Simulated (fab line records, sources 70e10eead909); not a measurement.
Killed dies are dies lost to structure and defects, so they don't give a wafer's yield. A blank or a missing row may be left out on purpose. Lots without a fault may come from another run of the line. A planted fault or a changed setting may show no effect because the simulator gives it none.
fab line records | flow nand_harc
record lots=11 wafers=33 last_day=34
route steps=1302 shown P_ZERO_WELL@9 P_GATE@124 END@1302
lots that met no fault: from a run of the same line without faults
start_h: hours from the record's first day to the start of the lot's first wafer shown | wait_h: hours since the lot's step before | " the same as in the row above | L1.1+2: a row that stands for several wafers | - no value, or no start given | * or withheld: withheld | < > ~ a bound
route shown NAME@n: a module of which the file shows steps, and the number in the route of the first | usual: mean/standard deviation of fault-free wafers | same: alike in all rows | chamber/n: place in a boat | sites: the reading at each site | _std_site: their standard deviation | _edge_site: outer sites' mean less inner sites' | radius_mm: how far each site lies from the wafer's centre | mask NAME#n: copy n | behind: the tool/chamber that last shaped the wafer | hold: why the lot was held/for how many hours/how that ended | device: the transistor (n, p or np) that didn't switch | end of line: the same wafers' tests at the end of the route | a step without rows: its recipe alone | killed: dies lost to structure and defects at the first sort, not the wafer's yield | map: a wafer's dies, x killed, . not, _ none there
set.NAME: the setting as run; set.NAME@STEP: as run at that earlier step | model.NAME: the simulator's own value behind a step, which no gauge read
steps of the route over a sample of lots; a table a step, a row a wafer
services: from which hour (start_h, from the record's first day; less than 0 if before it) a tool's chamber was out of use, for how many hours, and why
## steps
# step NHARC_P_ZERO_WELL_SOFTBAKE_06
# recipe temp_c=125 time_s=70
# usual heater_power_total_W=201.0/1.3
# columns lot.wafer tool chamber start_h wait_h heater_power_total_W
L421.1 litho_track-02 0 60 - 199.4
L421.4 " 0 " " 202.3
L421.5 " 0 " " 200.8
L422.2 litho_track-02 0 70 - 200.6
L422.5 " 0 " " 200.4
L422.6 " 0 " " 199.7
L423.3 litho_track-02 0 80 - 211.6
L423.5 " 0 " " 211.8
L423.6 " 0 " " 210.9
L424.2 litho_track-03 0 91 - 199.0
L424.3 " 0 " " 200.3
L424.5 " 0 " " 199.8
L425.1 litho_track-02 0 100 - 211.6
L425.4 " 0 101 - 210.1
L425.6 " 0 " " 209.6
L433.1 litho_track-05 0 180 - 202.6
L433.4 " 0 " " 202.6
L433.5 " 0 " " 199.0
L434.1 litho_track-03 0 190 - 202.6
L434.4 " 0 " " 201.9
L434.5 " 0 " " 202.3
L437.4 litho_track-02 0 220 - 202.4
L437.5 " 0 " " 201.9
L437.6 " 0 " " 198.9
L438.2 litho_track-03 0 230 - 201.9
L438.3 " 0 " " 202.3
L438.6 " 0 " " 201.4
L439.3 litho_track-02 0 240 - 201.7
L439.4 " 0 " " 199.9
L439.5 " 0 " " 202.0
L440.3 litho_track-05 0 250 - 202.4
L440.4 " 0 " " 199.1
L440.6 " 0 " " 201.3
# step NHARC_P_ZERO_WELL_CD_MEAS_11
# recipe target_cd_nm=500 landing_energy_ev=500
# usual cd_nm=500.8/2.1
# columns lot.wafer tool chamber start_h wait_h cd_nm
L421.1 cd_sem-03 0 61.12 - 500.7
L421.4 " 0 " " 503.5
L421.5 " 0 " " 501.5
L422.2 cd_sem-01 0 71.30 - 501.3
L422.5 " 0 " " 498.8
L422.6 " 0 " " 500.3
L423.3 cd_sem-03 0 81.21 - 512.4
L423.5 " 0 " " 510.9
L423.6 " 0 " " 510.7
L424.2 cd_sem-01 0 91.44 - 498.8
L424.3 " 0 " " 497.2
L424.5 " 0 " " 500.9
L425.1 cd_sem-01 0 101.31 - 509.3
L425.4 " 0 " " 511.0
L425.6 " 0 " " 507.7
L433.1 cd_sem-03 0 181.25 - 503.0
L433.4 " 0 " " 501.9
L433.5 " 0 " " 501.0
L434.1 cd_sem-02 0 191.23 - 500.6
L434.4 " 0 " " 500.6
L434.5 " 0 " " 502.0
L437.4 cd_sem-02 0 221.27 - 498.3
L437.5 " 0 " " 497.4
L437.6 " 0 " " 500.7
L438.2 cd_sem-01 0 231.24 - 501.7
L438.3 " 0 " " 503.8
L438.6 " 0 " " 500.6
L439.3 cd_sem-02 0 241.12 - 504.6
L439.4 " 0 " " 503.4
L439.5 " 0 " " 502.7
L440.3 cd_sem-03 0 251.24 - 501.0
L440.4 " 0 " " 497.9
L440.6 " 0 " " 500.1
# step NHARC_P_ZERO_WELL_ETCH_63
# recipe target_depth_a=1200 time_s=40.1 hbr_flow_sccm=150 cl2_flow_sccm=50 rf_w=400 icp_w=400 bias_w=100 chemistry=HBr/Cl2
# usual drypump_motor_current_A=5.9/0.34 oes_product_au=0.999/0.012 throttle_valve_pct=26.406/0.0088
# columns lot.wafer tool chamber start_h wait_h drypump_motor_current_A oes_product_au rf_hours_counter_h throttle_valve_pct
L421.4 rie_si-06 3 61.55 - 6.0 0.999 0.8 26.398
L421.1 " 0 " " 6.1 0.989 0.9 26.393
L421.5 " 2 " " 6.0 0.996 - 26.420
L422.2 rie_si-03 2 71.76 - 5.6 0.986 0.2 26.402
L422.6 " 1 " " 5.3 0.987 - 26.412
L422.5 " 2 " " 5.6 0.977 - 26.412
L423.3 rie_si-06 3 81.66 - 6.0 1.015 0.0 26.412
L423.6 " 2 " " 6.0 1.000 - 26.406
L423.5 " 3 " " 5.9 1.014 - 26.410
L424.2 rie_si-06 3 91.86 - 5.9 1.003 0.1 26.405
L424.3 " 1 " " 6.6 0.998 0.0 26.406
L424.5 " 2 " " 6.0 0.985 - 26.408
L425.4 rie_si-06 0 101.77 - 6.2 1.005 0.1 26.405
L425.1 " 1 " " 6.6 1.008 0.1 26.394
L425.6 " 0 " " 6.1 1.001 - 26.393
L433.4 rie_si-06 3 181.66 - 5.9 1.012 0.7 26.397
L433.1 " 1 " " 6.6 1.008 0.5 26.388
L433.5 " 3 " " 5.9 1.007 - 26.410
L434.4 rie_si-05 3 191.67 - 5.7 0.997 0.2 26.417
L434.1 " 0 " " 6.3 1.019 0.2 26.412
L434.5 " 3 " " 5.7 0.988 - 26.388
L437.4 rie_si-05 2 221.71 - 5.6 0.994 0.5 26.400
L437.6 " 3 " " 5.7 0.985 - 26.391
L437.5 " 0 " " 6.2 1.009 - 26.405
L438.3 rie_si-03 0 231.70 - 6.1 1.010 0.0 26.403
L438.2 " 1 " " 5.4 0.989 0.0 26.402
L438.6 " 1 " " 5.4 0.980 - 26.397
L439.4 rie_si-06 3 241.55 - 6.0 1.032 1.0 26.406
L439.3 " 0 " " 6.2 0.997 0.9 26.395
L439.5 " 3 " " 6.0 1.022 - 26.396
L440.3 rie_si-05 0 251.66 - 6.3 1.004 0.6 26.406
L440.4 " 1 " " 5.3 1.003 0.6 26.410
L440.6 " 0 " " 6.3 1.021 - 26.397
# step NHARC_P_ZERO_WELL_RTA_42
# recipe temp_c=1100 time_s=300
# usual lamp_power_pct=32.4/2.5 lamp_zone_2_pct=32.4/2.5 lamp_zone_5_pct=32.4/2.5 wafer_temp_C_max=1104.5/2.1
# columns lot.wafer tool chamber start_h wait_h lamp_power_pct lamp_zone_2_pct lamp_zone_5_pct wafer_temp_C_max
L421.1 rtp_anneal-01 0 66.93 - 35.0 35.0 34.9 1106.9
L421.4 " 0 " " 34.9 35.0 34.9 1107.4
L421.5 " 0 " " 35.0 35.0 35.0 1106.3
L422.2 rtp_anneal-02 0 77.18 - 29.9 29.9 29.9 1102.9
L422.5 " 0 " " 29.9 29.9 29.9 1103.9
L422.6 " 0 " " 29.9 29.9 29.9 1102.8
L423.3 rtp_anneal-01 0 87.15 - 35.0 35.0 35.0 1106.1
L423.5 " 0 " " 35.0 34.9 35.0 1107.8
L423.6 " 0 " " 35.0 35.0 35.0 1107.1
L424.2 rtp_anneal-01 0 97.69 - 35.0 35.0 35.0 1105.2
L424.3 " 0 " " 34.9 35.1 35.0 1106.9
L424.5 " 0 " " 35.0 35.0 35.0 1104.8
L425.1 rtp_anneal-01 0 107.16 - 34.9 35.0 34.8 1105.7
L425.4 " 0 " " 34.9 34.9 34.9 1107.2
L425.6 " 0 " " 34.9 34.9 34.9 1106.3
L433.1 rtp_anneal-01 0 187.13 - 34.9 34.9 34.9 1107.0
L433.4 " 0 " " 35.0 34.9 35.1 1105.4
L433.5 " 0 " " 35.0 35.0 34.9 1107.2
L434.1 rtp_anneal-02 0 200.35 - 29.9 29.8 29.9 1103.1
L434.4 " 0 " " 29.9 29.9 29.8 1102.9
L434.5 " 0 " " 29.9 29.9 29.9 1102.6
L437.4 rtp_anneal-01 0 227.39 - 35.0 35.0 35.0 1106.1
L437.5 " 0 " " 34.9 35.0 34.9 1105.6
L437.6 " 0 " " 35.0 35.0 35.0 1107.2
L438.2 rtp_anneal-02 0 236.91 - 29.9 29.9 29.8 1102.2
L438.3 " 0 " " 29.9 29.8 29.8 1104.1
L438.6 " 0 " " 29.8 29.8 29.9 1103.7
L439.3 rtp_anneal-01 0 246.91 - 34.9 34.9 35.0 1109.6
L439.4 " 0 " " 34.9 34.9 34.9 1108.7
L439.5 " 0 " " 34.9 34.9 35.0 1109.1
L440.3 rtp_anneal-02 0 256.95 - 29.8 29.8 29.9 1103.2
L440.4 " 0 " " 29.8 29.8 29.8 1102.4
L440.6 " 0 " " 29.9 29.9 29.8 1103.0
# step NHARC_P_GATE_DESCUM_13
# recipe time_s=3 o2_flow_sccm=200 ar_flow_sccm=0 bias_power_w=0 chemistry=O2
# usual drypump_motor_current_A=5.7/0.49 oes_product_au=1.002/0.0099 rf_vpp_V=57.9/0.92 showerhead_plenum_p_Torr=1.95/0.08 throttle_valve_pct=11.311/0.0093
# columns lot.wafer tool chamber start_h wait_h drypump_motor_current_A oes_product_au rf_hours_counter_h rf_vpp_V showerhead_plenum_p_Torr throttle_valve_pct
L421.4 rie_diel-01 3 118.03 - 6.1 0.999 4.9 59.9 2.04 11.314
L421.1 " 0 " " 6.3 0.991 5.1 58.2 1.99 11.307
L421.5 " 2 " " 5.4 1.010 - 56.7 1.80 11.302
L422.2 rie_diel-05 3 135.41 - 6.0 1.015 4.2 57.7 1.90 11.315
L422.6 " 3 " " 6.0 1.027 - 56.9 1.90 11.317
L422.5 " 0 " " 5.1 1.006 - 57.8 1.98 11.309
L423.3 rie_diel-02 2 139.65 - 5.9 1.000 5.7 59.7 1.92 11.307
L423.5 " 2 " " 5.9 0.999 - 58.0 1.92 11.305
L423.6 " 1 " " 5.3 1.003 - 57.8 1.86 11.308
L424.3 rie_diel-01 3 152.05 - 6.1 1.007 6.5 56.8 2.04 11.316
L424.2 " 1 " " 6.0 1.012 7.1 58.4 1.99 11.301
L424.5 " 3 " " 6.1 0.995 - 57.8 2.04 11.312
L425.4 rie_diel-05 0 162.42 - 5.1 1.001 5.7 59.0 1.98 11.319
L425.1 " 1 " " 5.8 1.002 5.4 55.9 1.82 11.299
L425.6 " 3 " " 6.1 1.004 - 57.1 1.90 11.316
L433.1 rie_diel-05 1 244.80 - 5.8 1.003 0.0 58.1 1.82 11.310
L433.4 " 3 " " 6.1 1.013 0.0 57.7 1.90 11.315
L433.5 " 2 " " 5.0 0.991 - 58.6 2.03 11.323
L434.1 rie_diel-02 3 259.65 - 4.9 1.019 0.7 58.8 1.99 11.295
L434.4 " 1 " " 5.3 0.997 1.4 56.7 1.86 11.314
L434.5 " 0 " " 4.9 0.996 - 57.2 1.98 11.297
L437.4 rie_diel-05 0 285.17 - 5.1 0.992 3.0 58.1 1.97 11.308
L437.6 " 1 " " 5.8 1.010 - 57.6 1.81 11.313
L437.5 " 2 " " 5.0 0.997 - 57.0 2.03 11.310
L438.3 rie_diel-01 3 290.00 - 6.1 0.984 6.4 58.8 2.04 11.302
L438.2 " 0 " " 6.2 1.009 6.5 57.8 1.99 11.320
L438.6 " 3 " " 6.1 0.992 - 58.6 2.04 11.315
L439.4 rie_diel-01 2 300.96 - 5.4 1.012 5.5 57.4 1.80 11.299
L439.3 " 1 " " 6.0 0.997 5.4 57.1 1.99 11.304
L439.5 " 3 " " 6.1 0.993 - 59.5 2.04 11.303
L440.4 rie_diel-05 1 315.58 - 5.8 1.008 4.7 57.5 1.81 11.328
L440.3 " 2 " " 5.0 0.981 4.5 58.9 2.03 11.323
L440.6 " 0 " " 5.1 0.997 - 57.8 1.97 11.299
# step NHARC_END_SORT_01
# recipe temp_c=25
# usual killed_at_array=51/18 killed_at_other=1.0/1.2 killed_at_periphery=3.7/2.9 killed_dies=55/19 killed_open=3.5/1.9 killed_short=2.6/1.6
# same gross_dies=677
# columns lot.wafer tool chamber start_h wait_h killed_at_array killed_at_other killed_at_periphery killed_dies killed_open killed_short
L433.1 prober-01 0 730.61 2.5 50 2 8 60 5 6
L433.4 prober-01 0 733.00 3.4 72 1 6 79 6 3
# killed by level:class
L433.1 A_CHANNEL_HOLE_D1:chamber_film_flake=15 A_CHANNEL_HOLE_D2:chamber_film_flake=12 A_SLIT:chamber_film_flake=10 P_STI:chamber_film_flake=3 A_WL_FILL:chamber_film_flake=3 P_M1:geometric_particle:open=2 A_CHANNEL_FILL_D2:geometric_particle:short=2 A_WL_FILL:geometric_particle:short=2
L433.4 A_SLIT:chamber_film_flake=28 A_CHANNEL_HOLE_D2:chamber_film_flake=19 A_CHANNEL_HOLE_D1:chamber_film_flake=8 A_CONTACT:chamber_film_flake=5 A_WL_FILL:chamber_film_flake=4 A_CHANNEL_FILL_D1:geometric_particle:open=3 A_CHANNEL_FILL_D2:geometric_particle:open=2 P_STI:chamber_film_flake=2
## services
# columns tool chamber start_h hours kind
rie_diel-02 - 39.70 9.0 pm
rie_si-03 - 44.00 9.0 pm
litho_track-02 - 52.00 7.0 pm
rie_diel-05 - 52.60 9.0 pm
rie_si-06 - 72.00 9.0 pm
rie_diel-01 2 75.15 37.4 repair
rie_diel-01 - 79.05 1.0 repair
litho_track-03 - 100.00 7.0 pm
rie_diel-02 1 108.52 3.1 repair
rie_diel-02 3 108.61 132.0 repair
rie_diel-05 1 127.70 9.0 repair
rie_si-05 - 128.00 9.0 pm
rie_diel-05 2 150.77 6.3 repair
rie_diel-05 2 175.66 4.2 repair
rie_diel-01 - 203.88 9.0 pm
rie_diel-05 - 217.84 0.8 repair
litho_track-02 - 227.00 7.0 pm
rie_diel-05 - 229.60 9.0 pm
rie_si-06 - 249.00 9.0 pm
rie_diel-01 3 269.51 12.3 repair
litho_track-03 - 275.00 7.0 pm
rie_diel-01 2 275.44 16.7 repair
rie_si-05 1 275.94 9.0 repair
rie_si-05 - 305.00 9.0 pm
## key
first_sign step=NHARC_P_ZERO_WELL_SOFTBAKE_06 reading=heater_power_total_W direction=up sigmas=7.6 usual=* struck=*
effect step=NHARC_P_ZERO_WELL_CD_MEAS_11 reading=cd_nm direction=up sigmas=4.4 usual=500.8 struck=510.3
met_at NHARC_P_ZERO_WELL_SOFTBAKE_06
struck_lots L423,L425
tester_left_out L423,L425
not_acting_at NHARC_P_ZERO_WELL_ETCH_63,NHARC_P_ZERO_WELL_RTA_42,NHARC_P_GATE_DESCUM_13
onset_between 70 80
fault kind=process_parameter_drift tool=litho_track-02 chamber=- onset_h=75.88 steps=NHARC_P_ZERO_WELL_SOFTBAKE_06 channel=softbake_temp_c offset=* shape=step end_h=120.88 acts_in=* stated=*
# tester_left_out: of these lots the tester's yield and bins aren't shown, on N5 and GAA mostly nor the transistor test; their killed dies are dies lost to structure and defects alone, not to doping, threshold or leakage, so they don't give the yield
